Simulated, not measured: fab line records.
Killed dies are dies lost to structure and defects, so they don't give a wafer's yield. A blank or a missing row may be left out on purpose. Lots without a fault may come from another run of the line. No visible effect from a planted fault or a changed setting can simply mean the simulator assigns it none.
Matching of chambers ; flow n5_finfet ; N5_BEOL_M0_SAQP_ETCH_84 on rie_diel-01: 4 sister chambers
The step etches SOC in N2/H2, target depth 100 nm, overetch 20 nm, time 150 s. 4 wafers are shown with their chamber, then 12 later ones without.

== WAFERS WITH THEIR CHAMBER ==
wafer;chamber;drypump_motor_current_A (A)
L087.6;3;5.7
L092.1;0;5.3
L092.2;1;6.0
L092.4;2;5.4

== WAFERS WITH NO CHAMBER GIVEN ==
wafer;drypump_motor_current_A (A)
L094.3;5.8
L094.4;5.3
L094.5;5.7
L095.1;5.7
L095.2;5.5
L095.6;5.4
L096.1;5.4
L096.2;6.0
L096.5;5.7
L097.1;5.3
L097.2;5.7
L097.5;5.4

== EACH ONE'S CHAMBER ==
wafer;from the rows above;in truth
L094.3;3;3
L094.4;0;0
L094.5;3;3
L095.1;3;3
L095.2;2;2
L095.6;2;2
L096.1;2;2
L096.2;1;1
L096.5;3;3
L097.1;0;0
L097.2;3;3
L097.5;2;2
Correct placement for 12 of the 12. Number that these rows cannot place: 0. Wrongly placed: 0.
How it was worked out, from the rows above alone: a wafer's distance from a chamber is the root of the sum, over the readings, of the square of ((its reading less the chamber's mean) divided by the reading's scatter). If the next closest chamber is less than 2 further off than the closest, the wafer can't be placed; otherwise it belongs to the closest. The mean given for a chamber averages the wafers shown for that chamber. The scatter (one wafer shown for each chamber): square how far every hidden wafer sits from the nearest shown wafer, average those squares and take the square root.
